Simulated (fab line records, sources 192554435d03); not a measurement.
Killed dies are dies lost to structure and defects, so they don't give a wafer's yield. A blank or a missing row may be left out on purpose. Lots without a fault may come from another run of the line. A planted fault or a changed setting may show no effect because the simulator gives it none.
Which tool did it? | flow n5_finfet | 12 lots, 36 wafers sampled, at 2 steps of a route of 1938

WHAT THE GAUGES READ, wafer by wafer
N5_BEOL_M14_INSPECT_30: inspects for defects (macro).
lot  | measured     | on                | raw_defect_count
L075 | day 11 17:37 | defect_inspect-01 | 3 1 1
L078 | day 12 20:35 | defect_inspect-01 | 3 1 0
L080 | day 13 02:07 | defect_inspect-02 | 3 0 2
L081 | day 13 18:36 | defect_inspect-02 | 4 1 4
L083 | day 14 15:29 | defect_inspect-01 | 0 3 4
L084 | day 15 09:45 | defect_inspect-01 | 2 2 0
L092 | day 15 21:44 | defect_inspect-01 | 5 2 0
L089 | day 16 04:40 | defect_inspect-02 | 3 3 2
L090 | day 16 13:17 | defect_inspect-01 | 0 0 1
L096 | day 17 02:53 | defect_inspect-01 | 1 1 1
L093 | day 17 06:08 | defect_inspect-02 | 4 1 0
L095 | day 18 19:05 | defect_inspect-02 | 2 1 2

WHICH TOOL RAN EACH LOT (tool, then ch and the chambers of the sampled wafers, then the start)
lot  | N5_BEOL_M14_VIA_ETCH_16
L075 | rie_diel-04 ch 1,2, day 11 16:53
L078 | rie_diel-01 ch 0,2,3, day 12 19:51
L080 | rie_diel-05 ch 1,2,3, day 13 01:29
L081 | rie_diel-05 ch 0,1,3, day 13 17:52
L083 | rie_diel-01 ch 2,3, day 14 14:38
L084 | rie_diel-01 ch 0,2, day 15 08:53
L092 | rie_diel-01 ch 0,2,3, day 15 20:53
L089 | rie_diel-04 ch 0,1,3, day 16 03:55
L090 | rie_diel-04 ch 0,1,2, day 16 12:32
L096 | rie_diel-05 ch 0,1,3, day 17 02:09
L093 | rie_diel-05 ch 0,1, day 17 05:25
L095 | rie_diel-05 ch 2,3, day 18 18:13
- N5_BEOL_M14_VIA_ETCH_16: etches SiO2 in C4F8/O2/Ar, target depth 1231.3 nm.

THE ANSWER, worked out from the rows above alone
Rule: what is usual is taken from the lots themselves. Put in order of their means at a reading, lots are off if they are a third of the lots or fewer, leave a main group of 4 or more, and stand apart from it by a gap of 3 or more times the standard deviation of the main group's means; of several such gaps the widest counts. A main group whose means are all the same, to the digits that the tables above print for the reading, isn't used. A lot without any number at a reading at which 4 lots or more have one is off too. The other lots that the step has rows for count as sound.
No lot is off at any reading shown: from this, nothing can be told.

WHAT THE SIMULATOR HAD PUT IN
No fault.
